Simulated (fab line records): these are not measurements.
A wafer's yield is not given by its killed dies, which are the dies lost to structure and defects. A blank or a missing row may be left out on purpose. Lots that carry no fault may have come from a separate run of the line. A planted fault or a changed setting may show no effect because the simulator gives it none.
fab line records	flow n5_finfet
record lots=9	wafers=25	last_day=17
route steps=1938 shown BEOL_M0_SAQP@698 BEOL_M0_CUTY@708 BEOL_M0@720 BEOL_M4@1111 PASSIVATION@1936
lots with no fault: from the same line, run without faults
start_h: the number of hours between the record's first day and the start of the first shown wafer of the lot	wait_h: hours elapsed since this lot's preceding step	" same as the row above	L1.1+2: a row that stands for several wafers	- no value, or no start given	* or withheld: withheld	< > ~ a bound
route shown NAME@n: a module of which the file shows steps, and the number in the route of the first	usual: mean/standard deviation taken from wafers without a fault	same: alike in all rows	chamber/n: place in a boat	sites: each site's reading	_std_site: standard deviation of those values	_edge_site: inner sites' mean taken away from outer sites' mean	radius_mm: for every site, how far away it sits from the centre of the wafer	mask NAME#n: copy n	behind: the tool/chamber that last shaped the wafer	hold: why the lot was held/for how many hours/how that ended	device: the transistor (n, p or np) that didn't switch	end of line: the tests these same wafers got at the end of their route	step lacking rows: just its recipe	killed: not the wafer's yield, but the dies lost to structure and defects at the first sort	map: a wafer's dies, x killed, . not, _ none there
set.NAME: the run value of the setting; set.NAME@STEP: its run value at that earlier step	model.NAME: the simulator's own value behind a step, which no gauge read
one table for each step of the route and one row for each wafer, over a sample of lots
services: the hour from which a tool's chamber was out of use, counted from the record's first day as start_h (under 0 if before that day), plus the number of hours and why
## steps
# step N5_BEOL_M0_SAQP_ALD_48
# recipe material=SiO2	target_thk_a=200	temp_c=100	ald_precursor_family=BDEAS	ald_co_reactant=O2-plasma	pulse_time_s=1	co_reactant_pulse_time_s=1	purge_time_s=2	co_reactant_purge_time_s=2	ald_cycles=139	pressure_torr=2
# usual heater_power_w=77/9.9	precursor_pulse_height_rel=0.997/0.019
lot.wafer	tool	chamber	start_h	wait_h	heater_power_w	precursor_pulse_height_rel
L941.4	ald_sin-02	1	140.15	0.0	78	1.002
L941.5	"	3	"	"	82	1.002
L941.6	"	2	"	"	81	1.003
L944.1	ald_sin-04	0	153.32	0.0	70	1.022
L944.4	"	2	"	"	90	1.004
L944.5	"	2	"	"	92	1.018
L948.3	ald_sin-04	1	185.16	1.8	71	0.986
L948.6	"	2	"	"	90	1.019
L949.2	ald_sin-04	2	192.12	0.0	93	0.981
L949.4	"	0	"	"	71	0.992
L949.5	"	3	"	"	73	0.996
L950.1	ald_sin-04	0	196.99	1.1	69	1.022
L950.5	"	1	"	"	73	0.998
L950.6	"	0	"	"	71	0.970
L955.2	ald_sin-04	1	218.39	0.0	72	1.010
L955.4	"	0	"	"	72	1.012
L955.5	"	0	"	"	70	0.964
L957.2	ald_sin-01	0	230.32	0.0	56	0.980
L957.3	"	2	"	"	101	0.967
L958.2	ald_sin-02	1	243.62	0.2	80	0.986
L958.4	"	3	"	"	83	0.988
L958.5	"	1	"	"	82	0.974
L959.1	ald_sin-01	1	244.81	0.0	79	0.985
L959.4	"	2	"	"	101	0.996
L959.6	"	1	"	"	79	0.975
# step N5_BEOL_M0_SAQP_STRIP_75
# recipe chemistry=CF4	resist=SiARC	power_w=300	bias_power_w=75	pressure_mtorr=50	cf4_flow_sccm=150	rf_frequency_hz=6e+07
# usual drypump_motor_current_A=6.0/0.56	oes_product_au=0.184/0.018	rf_vpp_V=271.2/1.4	showerhead_plenum_p_Torr=1.79/0.047	throttle_valve_pct=13.50/0.2
lot.wafer	tool	chamber	start_h	wait_h	drypump_motor_current_A	oes_product_au	rf_hours_counter_h	rf_vpp_V	showerhead_plenum_p_Torr	throttle_valve_pct
L941.4	rie_diel-02	0	140.82	0.1	5.5	0.157	238	269.0	1.81	13.82
L941.5	"	2	"	"	6.2	0.214	-	274.9	1.92	13.31
L941.6	"	1	"	"	5.3	0.178	-	270.7	1.79	13.54
L944.1	rie_diel-02	1	153.95	0.1	5.3	0.171	158	271.4	1.79	13.58
L944.4	"	2	"	"	6.2	0.211	9	272.6	1.92	13.33
L944.5	"	2	"	"	6.2	0.210	-	273.8	1.92	13.31
L948.3	rie_diel-01	2	185.79	0.1	6.8	0.179	127	270.1	1.75	13.37
L948.6	"	1	"	"	6.3	0.201	-	270.9	1.81	13.49
L949.2	rie_diel-04	0	192.77	0.1	6.1	0.169	177	272.9	1.86	13.67
L949.4	"	1	"	"	5.0	0.204	37	272.0	1.82	13.39
L949.5	"	1	"	"	5.0	0.199	-	273.1	1.82	13.40
L950.1	rie_diel-02	0	197.61	0.1	5.6	0.225	2	274.2	1.81	13.30
L950.5	"	1	"	"	5.4	0.169	-	270.6	1.79	13.59
L950.6	"	0	"	"	5.6	0.227	-	272.7	1.81	13.26
L955.2	rie_diel-01	3	219.01	0.1	6.3	0.166	191	271.2	1.78	13.41
L955.4	"	2	"	"	6.8	0.180	137	268.8	1.75	13.38
L955.5	"	2	"	"	6.8	0.174	-	268.1	1.75	13.38
L957.2	rie_diel-02	1	230.95	0.1	5.4	0.170	177	269.8	1.79	13.63
L957.3	"	3	"	"	6.0	0.157	194	270.4	1.80	14.03
L958.2	rie_diel-01	1	244.24	0.1	6.3	0.191	63	271.9	1.80	13.53
L958.4	"	3	"	"	6.2	0.170	199	271.3	1.77	13.42
L958.5	"	2	"	"	6.8	0.170	-	270.5	1.75	13.38
L959.1	rie_diel-04	3	245.45	0.1	6.6	0.174	152	269.7	1.75	13.51
L959.4	"	0	"	"	6.1	0.168	193	272.3	1.86	13.73
L959.6	"	0	"	"	6.1	0.174	-	273.3	1.86	13.71
# step N5_BEOL_M0_CUTY_CD_MEAS_57
# recipe target_cd_nm=200	landing_energy_ev=500	detector=se_inlens	polarity=line
# usual cd_nm=200.3/1.1
lot.wafer	tool	chamber	start_h	wait_h	cd_nm
L941.4	cd_sem-03	0	141.25	-	200.4
L941.5	"	0	"	"	199.9
L941.6	"	0	"	"	199.9
L944.1	cd_sem-02	0	154.35	-	201.1
L944.4	"	0	"	"	202.2
L944.5	"	0	"	"	201.4
L948.3	cd_sem-02	0	186.18	-	200.1
L948.6	"	0	"	"	200.1
L949.2	cd_sem-03	0	193.17	-	200.6
L949.4	"	0	"	"	201.1
L949.5	"	0	"	"	199.4
L950.1	cd_sem-03	0	198.00	-	200.8
L950.5	"	0	"	"	202.4
L950.6	"	0	"	"	202.8
L955.2	cd_sem-02	0	219.41	-	200.1
L955.4	"	0	"	"	201.0
L955.5	"	0	"	"	198.9
L957.2	cd_sem-02	0	231.22	-	202.1
L957.3	"	0	"	"	201.7
L958.2	cd_sem-01	0	244.64	-	198.7
L958.4	"	0	"	"	199.7
L958.5	"	0	"	"	199.7
L959.1	cd_sem-01	0	245.71	-	198.8
L959.4	"	0	"	"	201.6
L959.6	"	0	"	"	198.9
# step N5_BEOL_M0_CUTY_INSPECT_59
# recipe mode=adi	inspect_instrument=macro
# usual raw_defect_count=2.0/1.5
lot.wafer	tool	chamber	start_h	wait_h	raw_defect_count
L941.4	defect_inspect-02	-	141.30	0.0	2
L941.5	"	-	"	"	1
L941.6	"	-	"	"	1
L944.1	defect_inspect-02	-	154.40	0.0	2
L944.4	"	-	"	"	3
L944.5	"	-	"	"	3
L948.3	defect_inspect-01	-	186.23	0.0	1
L948.6	"	-	"	"	3
L949.2	defect_inspect-01	-	193.22	0.0	>300
L949.4	"	-	"	"	>300
L949.5	"	-	"	"	>300
L950.1	defect_inspect-02	-	198.06	0.0	>300
L950.5	"	-	"	"	>300
L950.6	"	-	"	"	>300
L955.2	defect_inspect-02	-	219.46	0.0	>300
L955.4	"	-	"	"	>300
L955.5	"	-	"	"	>300
L957.2	defect_inspect-02	-	231.27	0.0	0
L957.3	"	-	"	"	2
L958.2	defect_inspect-01	-	244.69	0.0	3
L958.4	"	-	"	"	2
L958.5	"	-	"	"	1
L959.1	defect_inspect-01	-	245.77	0.0	3
L959.4	"	-	"	"	2
L959.6	"	-	"	"	2
# step N5_BEOL_M0_ETCH_128
# recipe chemistry=CF4/N2	target_depth_a=120	overetch_a=51	target=SiCN	time_s=21.4	ion_energy_ev=150	pressure_mtorr=40	source_w=430	bias_w=70	Ar_flow_sccm=100	cf4_flow_sccm=60	n2_flow_sccm=60
# usual drypump_motor_current_A=5.5/0.51	oes_product_au=0.56/0.069	rf_vpp_V=382.4/1.3	showerhead_plenum_p_Torr=2.21/0.052	throttle_valve_pct=15.45/0.27
lot.wafer	tool	chamber	start_h	wait_h	drypump_motor_current_A	oes_product_au	rf_hours_counter_h	rf_vpp_V	showerhead_plenum_p_Torr	throttle_valve_pct
L941.4	rie_diel-03	2	148.53	0.8	5.8	0.63	27	383.8	2.24	15.07
L941.5	"	0	"	"	6.3	0.48	-	383.1	2.19	15.92
L941.6	"	1	"	"	5.9	0.69	-	382.1	2.15	15.18
L944.1	rie_diel-06	1	155.63	0.3	5.9	0.47	221	382.3	2.18	15.79
L944.4	"	3	"	"	4.8	0.48	199	384.9	2.29	15.72
L944.5	"	2	"	"	4.7	0.47	-	382.1	2.17	15.77
L948.3	rie_diel-03	1	190.72	0.1	5.8	0.63	17	380.2	2.14	15.21
L948.6	"	2	"	"	5.8	0.61	-	383.5	2.24	15.11
L949.2	rie_diel-03	3	194.10	0.0	5.5	0.47	246	383.7	2.26	15.76
L949.4	"	2	"	"	5.8	0.61	45	383.4	2.24	15.10
L949.5	"	3	"	"	5.5	0.48	-	383.6	2.26	15.77
L950.1	rie_diel-03	0	199.91	0.0	6.3	0.66	9	381.7	2.19	15.48
L950.5	"	0	"	"	6.2	0.66	-	382.0	2.19	15.48
L950.6	"	3	"	"	5.5	0.50	-	383.8	2.26	15.78
L955.2	rie_diel-03	2	220.45	0.0	5.8	0.61	56	383.9	2.23	15.13
L955.4	"	2	"	"	5.8	0.62	-	384.2	2.23	15.13
L955.5	"	2	"	"	5.8	0.60	-	384.1	2.23	15.13
L957.2	rie_diel-05	1	235.81	0.8	5.1	0.56	57	382.7	2.23	15.23
L957.3	"	2	"	"	4.8	0.48	181	380.7	2.10	15.53
L959.1	rie_diel-06	2	247.49	0.2	4.7	0.62	16	382.9	2.16	15.33
L959.4	"	2	"	"	4.7	0.65	-	379.9	2.16	15.32
L959.6	"	0	"	"	5.3	0.59	-	382.7	2.25	15.16
L958.2	rie_diel-03	2	247.63	0.2	5.8	0.59	68	382.5	2.23	15.16
L958.4	"	3	"	"	5.5	0.64	10	382.8	2.25	15.30
L958.5	"	3	"	"	5.5	0.65	-	382.6	2.25	15.29
# step N5_BEOL_M4_RC_MEAS_101
# usual DIBL_N=36.9/2.1	DIBL_P=37.1/2.5	IOFF_N=0.17/0.039	IOFF_P=0.23/0.043	ION_N=673/15	ION_P=462/9.1	SS_N=71.8/0.69	SS_P=73.6/0.74	VT_N=250/3.6	VT_P=-249.7/2.9
lot.wafer	tool	chamber	start_h	wait_h	DIBL_N[mV/V]	DIBL_P[mV/V]	IOFF_N[nA/um]	IOFF_P[nA/um]	ION_N[uA/um]	ION_P[uA/um]	SS_N[mV/dec]	SS_P[mV/dec]	VT_N[mV]	VT_P[mV]
L941.4	prober-02	0	197.94	0.5	35.4	35.1	0.14	0.20	662	456	71.9	74.4	255	-251.6
L941.5	"	0	"	"	34.6	34.5	0.14	0.19	659	451	72.0	73.8	254	-250.6
L941.6	"	0	"	"	37.6	37.6	0.18	0.22	683	469	72.3	74.3	251	-250.2
L944.1	prober-02	0	205.37	0.0	36.1	34.1	0.13	0.19	668	461	70.6	72.6	256	-251.9
L944.4	"	0	"	"	36.6	36.1	0.14	0.22	676	470	71.1	72.7	251	-249.4
L944.5	"	0	"	"	36.8	36.1	0.15	0.23	654	456	71.0	73.3	252	-248.9
L948.3	prober-01	0	242.07	0.3	32.4	32.4	0.10	0.16	649	451	70.4	72.7	258	-252.9
L948.6	"	0	"	"	36.7	37.9	0.17	0.26	680	476	71.5	74.5	250	-247.2
L949.2	prober-02	0	242.45	0.2	36.2	36.8	0.17	0.22	659	451	72.7	72.9	252	-249.3
L949.4	"	0	"	"	37.6	40.2	0.22	0.29	682	468	72.4	73.5	249	-247.1
L949.5	"	0	"	"	35.9	36.7	0.16	0.21	663	455	72.2	73.3	254	-252.4
L950.1	prober-01	0	250.85	0.0	36.4	37.1	0.15	0.22	675	465	72.1	73.7	253	-253.2
L950.5	"	0	"	"	38.6	37.3	0.18	0.21	668	458	73.1	73.4	249	-252.3
L950.6	"	0	"	"	37.2	37.6	0.15	0.23	675	472	71.5	73.6	254	-250.4
L955.2	prober-01	0	279.56	0.2	34.4	34.4	0.12	0.16	665	450	71.6	73.0	254	-251.9
L955.4	"	0	"	"	37.2	37.1	0.17	0.19	671	457	71.5	73.6	249	-252.1
L955.5	"	0	"	"	38.1	38.7	0.19	0.22	687	462	71.6	73.9	246	-250.4
L957.2	prober-02	0	284.01	0.2	35.4	36.7	0.15	0.21	682	469	71.2	73.3	250	-251.0
L957.3	"	0	"	"	37.2	37.4	0.17	0.22	679	463	71.5	74.3	250	-249.4
L958.2	prober-01	0	299.57	0.2	35.2	35.2	0.16	0.24	658	459	71.6	73.2	249	-246.8
L958.4	"	0	"	"	33.2	32.6	0.13	0.19	666	464	71.5	72.3	252	-248.8
L958.5	"	0	"	"	35.0	34.3	0.17	0.21	649	453	72.1	72.9	250	-248.8
L959.1	prober-02	0	302.10	0.0	37.3	35.9	0.17	0.21	681	462	72.1	73.4	248	-250.6
L959.4	"	0	"	"	33.3	32.1	0.11	0.15	664	455	70.4	72.4	254	-254.1
L959.6	"	0	"	"	37.4	37.0	0.19	0.23	700	474	71.9	73.5	245	-250.7
# step N5_PASSIVATION_PROBE_49
# usual defect_limited_yield=91.3/1.4	killed_at_M0_to_M3=32/9.5	killed_at_M4_up=14/5.2	killed_at_contacts=13/5.7	killed_at_front_end=41/12	killed_at_other=3.5/2.6	killed_dies=103/17	killed_on_rim=14/4	killed_open=68/14	killed_short=32/7	sort_bin_5_function=5.0/0.91	sort_bin_6_memory=3.3/0.7	sort_bin_8_speed=0.03/0.22	sort_n_pass=1076/17	sort_yield_pct=91.2/1.4
# same gross_dies=1180	killed_at_back_side=0	sort_bin_4_leakage[%]=0
lot.wafer	tool	chamber	start_h	wait_h	defect_limited_yield[%]	killed_at_M0_to_M3	killed_at_M4_up	killed_at_contacts	killed_at_front_end	killed_at_other	killed_dies	killed_on_rim	killed_open	killed_short	sort_bin_5_function[%]	sort_bin_6_memory[%]	sort_bin_8_speed[%]	sort_n_pass	sort_yield_pct[%]
L944.1	prober-01	-	304.74	0.0	94.3	22	5	6	29	5	67	12	41	26	3.5	2.0	0	1113	94.3
L944.4	prober-01	-	304.89	0.2	93.0	26	23	10	21	3	83	15	55	21	3.4	3.1	0	1097	93.0
L944.5	prober-01	-	304.94	0.2	92.7	35	16	10	22	3	86	6	61	23	3.8	3.1	0.08	1094	92.7
L949.2	prober-01	-	341.73	0.1	84.2	92	13	11	70	1	187	31	77	51	8.7	4.6	0	993	84.2
L949.4	prober-01	-	341.83	0.2	76.7	194	25	10	44	2	275	33	95	40	14.8	4.8	0	905	76.7
L949.5	prober-01	-	341.88	0.2	80.9	155	9	12	48	1	225	32	78	29	11.1	4.1	0	955	80.9
L948.3	prober-01	-	342.47	0.1	89.8	29	8	7	65	11	120	14	78	41	4.7	5.4	0	1060	89.8
L948.6	prober-01	-	342.62	0.3	91.1	31	8	10	48	8	105	17	67	38	5.3	3.3	0	1075	91.1
L950.1	prober-01	-	355.51	0.0	81.4	163	6	4	46	1	220	22	43	27	10.7	3.7	0	960	81.4
L950.5	prober-01	-	355.71	0.2	83.3	142	12	4	37	2	197	43	48	30	9.0	3.5	0	983	83.3
L950.6	prober-01	-	355.76	0.3	81.9	159	6	10	38	1	214	25	45	26	10.2	4.0	0	966	81.9
L955.2	prober-01	-	373.24	0.1	83.3	129	8	4	49	7	197	31	65	30	10.8	3.4	0	983	83.3
L955.4	prober-01	-	373.34	0.2	79.6	186	12	4	37	2	241	24	65	34	12.1	4.7	0	939	79.6
L955.5	prober-01	-	373.39	0.2	81.5	165	7	16	28	2	218	19	54	27	10.5	4.5	0	962	81.5
L957.2	prober-01	-	378.13	0.1	91.7	25	11	4	56	2	98	14	69	28	5.3	2.5	0	1082	91.7
L958.2	prober-02	-	390.73	0.1	90.8	34	10	11	46	8	109	16	73	34	5.3	3.8	0	1071	90.8
L958.4	prober-02	-	390.83	0.2	92.2	29	7	18	38	0	92	8	56	34	4.2	3.2	0	1088	92.2
L958.5	prober-02	-	390.88	0.2	89.8	46	11	13	43	7	120	23	76	41	5.5	4.4	0.08	1060	89.8
L959.1	prober-02	-	407.16	0.0	89.2	26	19	27	51	4	127	19	75	43	5.7	3.9	0.08	1053	89.2
L959.4	prober-02	-	407.31	0.2	91.1	35	9	17	40	4	105	13	64	33	5.0	3.1	0	1075	91.1
L959.6	prober-02	-	407.41	0.3	90.3	37	13	19	45	0	114	17	79	31	5.5	3.7	0	1066	90.3
# killed by level:class
L944.1 FIN_SAQP:geometric_particle:open=10 MOL_CONTACT_COAG:geometric_particle:open=5 BEOL_M2:geometric_particle:short=5 STARTING-WAFER:geometric_particle:open=5 BEOL_M0_SAQP:geometric_particle:short=4 BEOL_M3:geometric_particle:open=4 PASS1_DEP:geometric_particle:short=4 DUMMY_GATE:geometric_particle:open=3
L944.4 BEOL_M4:geometric_particle:open=15 MOL_CONTACT_COAG:geometric_particle:open=8 BEOL_M3:geometric_particle:open=6 HKMG_FIN:area_etch=6 BEOL_M1:geometric_particle:open=5 FIN_SAQP:geometric_particle:short=4 BEOL_M0_SAQP:geometric_particle:open=4 BEOL_M2:geometric_particle:open=4
L944.5 BEOL_M3:geometric_particle:open=12 MOL_CONTACT_COAG:geometric_particle:open=7 BEOL_M2:geometric_particle:open=7 BEOL_M0_SAQP:geometric_particle:open=5 STARTING-WAFER:geometric_particle:open=5 GATE_CUT:geometric_particle:open=4 BEOL_M0_SAQP:geometric_particle:short=4 BEOL_M4:geometric_particle:open=4
L949.2 BEOL_M0_SAQP:unspecified=47 FIN_SAQP:geometric_particle:open=22 BEOL_M1:geometric_particle:open=15 HKMG_FIN:area_etch=12 FIN_SAQP:geometric_particle:short=8 BEOL_M1:geometric_particle:short=8 MOL_CONTACT_COAG:geometric_particle:open=7 STI_FIN_REVEAL:geometric_particle:open=7
L949.4 BEOL_M0_SAQP:unspecified=139 BEOL_M1:geometric_particle:open=13 FIN_SAQP:geometric_particle:open=12 MOL_CONTACT_COAG:geometric_particle:open=10 BEOL_M0_SAQP:geometric_particle:open=10 GATE_CUT:geometric_particle:short=9 BEOL_M3:geometric_particle:open=8 BEOL_M0:geometric_particle:open=7
L949.5 BEOL_M0_SAQP:unspecified=117 BEOL_M1:geometric_particle:open=19 FIN_SAQP:geometric_particle:open=12 GATE_CUT:geometric_particle:short=11 MOL_CONTACT_COAG:geometric_particle:open=11 STI_FIN_REVEAL:geometric_particle:open=9 GATE_CUT:geometric_particle:open=8 BEOL_M0:geometric_particle:open=4
L948.3 STI_FIN_REVEAL:geometric_particle:open=19 GATE_CUT:geometric_particle:short=12 FIN_SAQP:geometric_particle:short=7 FIN_SAQP:geometric_particle:open=6 MOL_CONTACT_COAG:geometric_particle:open=6 BEOL_M1:geometric_particle:open=6 BEOL_M3:geometric_particle:open=5 BEOL_M0_SAQP:geometric_particle:open=4
L948.6 STI_FIN_REVEAL:geometric_particle:open=18 BEOL_M0_SAQP:geometric_particle:open=11 FIN_SAQP:geometric_particle:short=7 MOL_CONTACT_COAG:geometric_particle:open=7 GATE_CUT:geometric_particle:short=5 PASS1_CAP:geometric_particle:short=5 BEOL_M4:geometric_particle:open=4 GATE_CUT:geometric_particle:open=4
L950.1 BEOL_M0_SAQP:unspecified=141 FIN_SAQP:geometric_particle:short=11 FIN_SAQP:geometric_particle:open=8 HKMG_FIN:area_etch=8 STI_FIN_REVEAL:geometric_particle:open=5 BEOL_M3:geometric_particle:open=5 DUMMY_GATE:geometric_particle:open=4 BEOL_M0_SAQP:geometric_particle:open=4
L950.5 BEOL_M0_SAQP:unspecified=106 HKMG_FIN:area_etch=12 BEOL_M2:geometric_particle:open=9 BEOL_M3:geometric_particle:open=8 BEOL_M0_SAQP:geometric_particle:open=6 FIN_SAQP:geometric_particle:short=4 STI_FIN_REVEAL:geometric_particle:open=4 MOL_CONTACT_COAG:geometric_particle:open=4
L950.6 BEOL_M0_SAQP:unspecified=140 FIN_SAQP:geometric_particle:short=14 FIN_SAQP:geometric_particle:open=10 MOL_CONTACT_COAG:geometric_particle:open=8 DUMMY_GATE:geometric_particle:open=5 BEOL_M1:geometric_particle:open=4 BEOL_M2:geometric_particle:open=4 GATE_CUT:geometric_particle:short=3
L955.2 BEOL_M0_SAQP:unspecified=101 FIN_SAQP:geometric_particle:open=19 FIN_SAQP:geometric_particle:short=10 STI_FIN_REVEAL:geometric_particle:open=9 BEOL_M0_SAQP:geometric_particle:open=7 BEOL_M0_SAQP:geometric_particle:short=5 BEOL_M1:geometric_particle:open=5 MOL_CONTACT_COAG:geometric_particle:open=4
L955.4 BEOL_M0_SAQP:unspecified=139 BEOL_M0_SAQP:geometric_particle:open=10 FIN_SAQP:geometric_particle:open=9 BEOL_M3:geometric_particle:open=8 BEOL_M0_SAQP:geometric_particle:short=7 BEOL_M1:geometric_particle:open=6 BEOL_M2:geometric_particle:open=6 STARTING-WAFER:geometric_particle:short=6
L955.5 BEOL_M0_SAQP:unspecified=136 MOL_CONTACT_COAG:geometric_particle:open=12 DUMMY_GATE:geometric_particle:open=9 BEOL_M3:geometric_particle:open=9 BEOL_M0_SAQP:geometric_particle:short=7 FIN_SAQP:geometric_particle:open=5 BEOL_M0:geometric_particle:open=5 FIN_SAQP:geometric_particle:short=4
L957.2 STI_FIN_REVEAL:geometric_particle:open=20 BEOL_M3:geometric_particle:open=10 FIN_SAQP:geometric_particle:short=9 BEOL_M4:geometric_particle:open=8 FIN_SAQP:geometric_particle:open=7 BEOL_M1:geometric_particle:open=5 GATE_CUT:geometric_particle:short=4 STARTING-WAFER:geometric_particle:open=4
L958.2 MOL_CONTACT_COAG:geometric_particle:open=10 BEOL_M3:geometric_particle:open=10 FIN_SAQP:geometric_particle:short=8 BEOL_M0_SAQP:geometric_particle:open=8 FIN_SAQP:geometric_particle:open=7 STI_FIN_REVEAL:geometric_particle:open=7 BEOL_M1:geometric_particle:open=7 DUMMY_GATE:geometric_particle:open=6
L958.4 MOL_CONTACT_COAG:geometric_particle:open=15 FIN_SAQP:geometric_particle:short=10 BEOL_M3:geometric_particle:open=8 FIN_SAQP:geometric_particle:open=7 BEOL_M0_SAQP:geometric_particle:short=7 STI_FIN_REVEAL:geometric_particle:open=4 BEOL_M0_SAQP:geometric_particle:open=4 BEOL_M1:geometric_particle:open=4
L958.5 BEOL_M2:geometric_particle:open=10 BEOL_M3:geometric_particle:open=10 MOL_CONTACT_COAG:geometric_particle:open=9 GATE_CUT:geometric_particle:short=8 DUMMY_GATE:geometric_particle:short=6 BEOL_M0_SAQP:geometric_particle:open=6 FIN_SAQP:geometric_particle:open=5 DUMMY_GATE:geometric_particle:open=5
L959.1 MOL_CONTACT_COAG:geometric_particle:open=19 MOL_CONTACT_COAG:geometric_particle:short=8 HKMG_FIN:area_etch=8 FIN_SAQP:geometric_particle:open=7 DUMMY_GATE:geometric_particle:open=7 BEOL_M0_SAQP:geometric_particle:open=7 FIN_SAQP:geometric_particle:short=6 BEOL_M0_SAQP:geometric_particle:short=6
L959.4 MOL_CONTACT_COAG:geometric_particle:open=12 FIN_SAQP:geometric_particle:open=9 FIN_SAQP:geometric_particle:short=8 BEOL_M2:geometric_particle:open=8 BEOL_M0_SAQP:geometric_particle:open=7 HKMG_FIN:area_etch=6 MOL_CONTACT_COAG:geometric_particle:short=5 BEOL_M0_SAQP:geometric_particle:short=5
L959.6 MOL_CONTACT_COAG:geometric_particle:open=14 BEOL_M0_SAQP:geometric_particle:open=10 BEOL_M2:geometric_particle:open=10 DUMMY_GATE:geometric_particle:open=8 FIN_SAQP:geometric_particle:open=7 BEOL_M0_SAQP:geometric_particle:short=7 FIN_SAQP:geometric_particle:short=6 GATE_CUT:geometric_particle:open=6
## services
tool	chamber	start_h	hours	kind
rie_diel-06	-	119.48	4.4	repair
rie_diel-06	0	124.63	1.7	repair
rie_diel-03	1	130.75	-	clean
rie_diel-03	1	130.75	-	consumable_replace:focus_ring
rie_diel-03	1	130.75	17.5	scheduled_down
rie_diel-03	1	130.75	17.5	vent_cycle
rie_diel-04	-	131.63	0.8	repair
rie_diel-04	0	132.51	11.9	repair
rie_diel-03	0	149.30	-	clean
rie_diel-03	0	149.30	-	consumable_replace:focus_ring
rie_diel-03	0	149.30	25.7	scheduled_down
rie_diel-03	0	149.30	25.7	vent_cycle
rie_diel-02	1	156.55	15.9	repair
rie_diel-03	-	158.24	0.4	repair
rie_diel-01	3	165.35	3.0	repair
rie_diel-03	3	168.79	4.2	repair
ald_sin-02	-	176.82	14.0	pm
ald_sin-02	-	192.50	2.8	pm
rie_diel-03	3	205.74	-	clean
rie_diel-03	3	205.74	-	consumable_replace:focus_ring
rie_diel-03	0	218.61	7.7	repair
rie_diel-01	2	220.07	16.1	repair
rie_diel-06	-	223.44	14.6	pm
rie_diel-05	-	229.22	0.1	repair
## key
first_sign step=N5_BEOL_M0_CUTY_INSPECT_59	reading=raw_defect_count	direction=up	sigmas=99+	usual=2.0	struck=>300
effect step=N5_PASSIVATION_PROBE_49	reading=killed_at_M0_to_M3	direction=up	sigmas=13	usual=32	struck=154
more_kills_born_at N5_BEOL_M0_SAQP_ALD_48@ald_sin-04=1066
met_at N5_BEOL_M0_SAQP_ALD_48
struck_lots L949,L950,L955
baseline_loss step=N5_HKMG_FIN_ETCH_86	wafers=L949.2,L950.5
not_acting_at N5_BEOL_M0_SAQP_STRIP_75,N5_BEOL_M0_CUTY_CD_MEAS_57,N5_BEOL_M0_ETCH_128
onset_between 185.16 192.12
fault kind=chamber_particle_source	tool=ald_sin-04	chamber=-	onset_h=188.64	steps=N5_BEOL_M0_SAQP_ALD_48	rate_per_visit_cm2=1.494	end_h=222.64
# baseline_loss: these wafers lose ten dies or more at that step, a loss of the line's own and not of a fault; the sort's usual values leave them out
